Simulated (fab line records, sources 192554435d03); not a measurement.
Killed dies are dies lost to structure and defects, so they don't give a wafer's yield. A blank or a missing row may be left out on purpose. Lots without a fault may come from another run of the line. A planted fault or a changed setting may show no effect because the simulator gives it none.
One fault seen from 2 desks | flow n5_finfet | each desk has only its own numbers; what lay behind them comes last
Where a reading is given only as a bound, like >300, the bound stands for it, and a mean or a difference that rests on one is marked > or <: the true number lies beyond.

THE DEFECT DESK
What the inspections along the route counted, lot by lot: means of the sampled wafers that have a number. A lot is out of limits, marked OUT, if its mean lies more than 4 standard deviations from the usual mean; the brackets give that distance.
Columns: A = raw_defect_count at N5_BEOL_M15_INSPECT_55, usual 68; B = raw_defect_count at N5_MIM_TOP_LITHO_INSPECT_12, usual 1.9
lot  | first seen here | A             | B
L833 | day 11 09:14    | 56            | 2.3
L834 | day 11 23:53    | 58            | 1.0
L835 | day 12 08:25    | 71            | 3.3
L836 | day 12 16:02    | 59            | 1.3
L839 | day 13 04:00    | 50            | 2.0
L838 | day 13 05:58    | 63            | 1.7
L846 | day 14 22:51    | 386 (+14) OUT | >300 (+99 or more) OUT
L849 | day 15 16:05    | 406 (+15) OUT | >300 (+99 or more) OUT
L855 | day 17 15:13    | 103           | 2.7
L856 | day 17 21:35    | 85            | 2.3
This desk's finding: out of limits on L846, L849; first on L846, day 14 22:51 (raw_defect_count at N5_BEOL_M15_INSPECT_55). In limits: L833, L834, L835, L836, L839, L838, L855, L856.

THE TOOL OWNER'S DESK: pecvd-03
The tool's own readings at N5_BEOL_M15_PRE_CLEAN_52 (time 15 s): means of the sampled wafers that have a number, for each lot that ran on this tool. A lot is out of limits, marked OUT, if its mean lies more than 4 standard deviations from the usual mean; the brackets give that distance.
Columns: A = rf_fwd_power_W at N5_BEOL_M15_PRE_CLEAN_52, usual 294.5 W
lot  | first seen here | A
L834 | day 11 23:47    | 294.0
L839 | day 13 03:53    | 294.4
L846 | day 14 22:44    | 295.5
L849 | day 15 15:58    | 294.4
L856 | day 17 21:28    | 293.9
This desk's finding: nothing out of limits on any of the 5 lots.

PUT TOGETHER
The defect desk could have raised an alarm at day 14 22:51, on L846, L849.
The tool owner's desk saw nothing out of limits.
The tool owner's desk has L846, L849 on record, within its limits.
Of the lots named, all ran N5_BEOL_M15_PRE_CLEAN_52 on pecvd-03.

WHAT THE SIMULATOR HAD PUT IN
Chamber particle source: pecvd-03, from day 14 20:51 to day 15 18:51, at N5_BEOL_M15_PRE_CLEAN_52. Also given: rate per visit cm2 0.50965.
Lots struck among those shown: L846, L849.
Hours from the fault's start to each desk's first reading out of limits: the defect desk, 2.
